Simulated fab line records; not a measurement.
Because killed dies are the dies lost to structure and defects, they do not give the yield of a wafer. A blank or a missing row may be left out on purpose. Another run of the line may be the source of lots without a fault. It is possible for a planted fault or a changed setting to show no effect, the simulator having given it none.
Chamber matching    flow n5_finfet    N5_BEOL_M9_CURE_71 on uv_cure-02: 3 sister chambers
The step cures SiCOH lowk, time 240 s. 6 wafers are shown with their chamber, then 6 later ones without.

WAFERS PAIRED WITH THEIR CHAMBERS
wafer   chamber  wafer_temp_C_max  lamp_power_pct (%)
L567.3  1        386.7             52.31
L567.6  1        385.8             52.39
L579.2  2        386.5             52.30
L579.4  2        387.4             52.37
L578.2  0        387.7             52.23
L578.5  0        386.8             52.30

WAFERS WITHOUT THEIR CHAMBER
wafer   wafer_temp_C_max  lamp_power_pct (%)
L580.1  386.6             52.31
L580.2  386.6             52.25
L580.6  386.2             52.28
L582.1  386.7             52.28
L582.4  387.2             52.44
L582.5  386.4             52.26

EACH ONE'S CHAMBER
wafer   from the rows above           in truth
L580.1  can't be placed: 2 or 1 or 0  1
L580.2  can't be placed: 0 or 2 or 1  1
L580.6  can't be placed: 1 or 2 or 0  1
L582.1  can't be placed: 0 or 2 or 1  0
L582.4  can't be placed: 2 or 1 or 0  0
L582.5  can't be placed: 0 or 2 or 1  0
Placed correctly: 0 of 6. These rows do not allow placing 6 (true chamber among the candidates in 6). Placed wrongly: 0.
How it was worked out, from the rows above alone: a wafer's distance from a chamber is the root of the sum, over the readings, of the square of ((its reading less the chamber's mean) divided by the reading's scatter). If the next closest chamber is less than 2 further off than the closest, the wafer can't be placed; otherwise it belongs to the closest. The mean given for a chamber averages the wafers shown for that chamber. The scatter is the square root of a quotient: the sum, over the shown wafers, of each reading's squared deviation from its chamber's mean, divided by wafers minus chambers.
